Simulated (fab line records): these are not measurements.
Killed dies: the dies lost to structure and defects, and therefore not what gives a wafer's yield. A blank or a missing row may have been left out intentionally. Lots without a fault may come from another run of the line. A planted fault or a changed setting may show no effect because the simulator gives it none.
Matching of chambers || flow nand_harc || NHARC_P_STI_CMP_21 on cmp-03 has 4 sister chambers
The step polishes, t overpolish 20 s, target thk 380.67 nm. 16 wafers are shown with their chamber, then 8 later ones without.

## EACH WAFER AND ITS CHAMBER
{"wafer": "L100.1", "chamber": 1, "motor_current_A (A)": 13.7, "overpolish_run_s (s)": 20.001, "slurry_flow_ml_min": 150.8}
{"wafer": "L100.2", "chamber": 3, "motor_current_A (A)": 13.2, "overpolish_run_s (s)": 19.989, "slurry_flow_ml_min": 150.5}
{"wafer": "L100.4", "chamber": 0, "motor_current_A (A)": 12.2, "overpolish_run_s (s)": 19.988, "slurry_flow_ml_min": 150.5}
{"wafer": "L101.1", "chamber": 1, "motor_current_A (A)": 13.1, "overpolish_run_s (s)": 20.008, "slurry_flow_ml_min": 150.4}
{"wafer": "L101.2", "chamber": 2, "motor_current_A (A)": 11.1, "overpolish_run_s (s)": 20.011, "slurry_flow_ml_min": 149.7}
{"wafer": "L101.6", "chamber": 2, "motor_current_A (A)": 11.0, "overpolish_run_s (s)": 20.010, "slurry_flow_ml_min": 150.7}
{"wafer": "L104.1", "chamber": 2, "motor_current_A (A)": 9.9, "overpolish_run_s (s)": 19.999, "slurry_flow_ml_min": 149.4}
{"wafer": "L104.3", "chamber": 1, "motor_current_A (A)": 13.0, "overpolish_run_s (s)": 20.023, "slurry_flow_ml_min": 149.7}
{"wafer": "L104.6", "chamber": 1, "motor_current_A (A)": 12.6, "overpolish_run_s (s)": 20.018, "slurry_flow_ml_min": 150.5}
{"wafer": "L105.2", "chamber": 1, "motor_current_A (A)": 11.6, "overpolish_run_s (s)": 20.003, "slurry_flow_ml_min": 150.0}
{"wafer": "L105.3", "chamber": 3, "motor_current_A (A)": 12.3, "overpolish_run_s (s)": 19.997, "slurry_flow_ml_min": 150.0}
{"wafer": "L105.5", "chamber": 3, "motor_current_A (A)": 12.4, "overpolish_run_s (s)": 19.988, "slurry_flow_ml_min": 149.2}
{"wafer": "L107.2", "chamber": 1, "motor_current_A (A)": 13.0, "overpolish_run_s (s)": 19.979, "slurry_flow_ml_min": 150.2}
{"wafer": "L107.3", "chamber": 0, "motor_current_A (A)": 11.7, "overpolish_run_s (s)": 19.995, "slurry_flow_ml_min": 149.7}
{"wafer": "L107.4", "chamber": 3, "motor_current_A (A)": 12.3, "overpolish_run_s (s)": 20.002, "slurry_flow_ml_min": 150.2}
{"wafer": "L108.2", "chamber": 3, "motor_current_A (A)": 12.5, "overpolish_run_s (s)": 20.007, "slurry_flow_ml_min": 149.9}

SIGNATURES (means of the wafers above)
{"reading": "motor_current_A", "chamber 0": 11.950, "chamber 1": 12.833, "chamber 2": 10.667, "chamber 3": 12.540, "scatter within a chamber": 0.58}
{"reading": "overpolish_run_s", "chamber 0": 19.99150, "chamber 1": 20.00533, "chamber 2": 20.00667, "chamber 3": 19.99660, "scatter within a chamber": 0.0115}
{"reading": "slurry_flow_ml_min", "chamber 0": 150.100, "chamber 1": 150.267, "chamber 2": 149.933, "chamber 3": 149.960, "scatter within a chamber": 0.494}
Rule: for a wafer and a chamber, the distance is found by dividing, reading by reading, the gap between the wafer's reading and the chamber's mean by the reading's scatter, squaring, summing and taking the root. The wafer belongs to the nearest chamber; if the next one is less than 2 further off, it can't be placed. The scatter: take each reading less its chamber's mean, square it, sum over the shown wafers, divide by the number of wafers less the number of chambers, and take the root.

## WAFERS WITHOUT THEIR CHAMBER
{"wafer": "L108.5", "motor_current_A (A)": 11.2, "overpolish_run_s (s)": 20.001, "slurry_flow_ml_min": 150.8}
{"wafer": "L108.6", "motor_current_A (A)": 12.0, "overpolish_run_s (s)": 20.001, "slurry_flow_ml_min": 150.0}
{"wafer": "L112.3", "motor_current_A (A)": 11.8, "overpolish_run_s (s)": 20.002, "slurry_flow_ml_min": 150.3}
{"wafer": "L112.4", "motor_current_A (A)": 10.3, "overpolish_run_s (s)": 20.003, "slurry_flow_ml_min": 149.6}
{"wafer": "L112.6", "motor_current_A (A)": 12.5, "overpolish_run_s (s)": 19.993, "slurry_flow_ml_min": 150.1}
{"wafer": "L122.2", "motor_current_A (A)": 12.4, "overpolish_run_s (s)": 20.000, "slurry_flow_ml_min": 148.7}
{"wafer": "L122.3", "motor_current_A (A)": 13.0, "overpolish_run_s (s)": 19.999, "slurry_flow_ml_min": 149.8}
{"wafer": "L122.5", "motor_current_A (A)": 12.3, "overpolish_run_s (s)": 20.011, "slurry_flow_ml_min": 149.5}

## WHICH CHAMBER EACH ONE RAN IN
{"wafer": "L108.5", "from the rows above": "can't be placed: 2 or 0 or 3 or 1", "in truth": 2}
{"wafer": "L108.6", "from the rows above": "can't be placed: 0 or 3 or 1 or 2", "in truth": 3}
{"wafer": "L112.3", "from the rows above": "can't be placed: 0 or 3 or 1 or 2", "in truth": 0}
{"wafer": "L112.4", "from the rows above": 2, "in truth": 2}
{"wafer": "L112.6", "from the rows above": "can't be placed: 3 or 0 or 1", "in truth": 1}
{"wafer": "L122.2", "from the rows above": "can't be placed: 3 or 0 or 1 or 2", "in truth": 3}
{"wafer": "L122.3", "from the rows above": "can't be placed: 3 or 1 or 0", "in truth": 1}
{"wafer": "L122.5", "from the rows above": "can't be placed: 3 or 1 or 0 or 2", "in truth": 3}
1 of 8 placed correctly. Cannot be placed on the basis of these rows: 7; the candidates contain the true chamber in 7. Placed wrongly: 0.
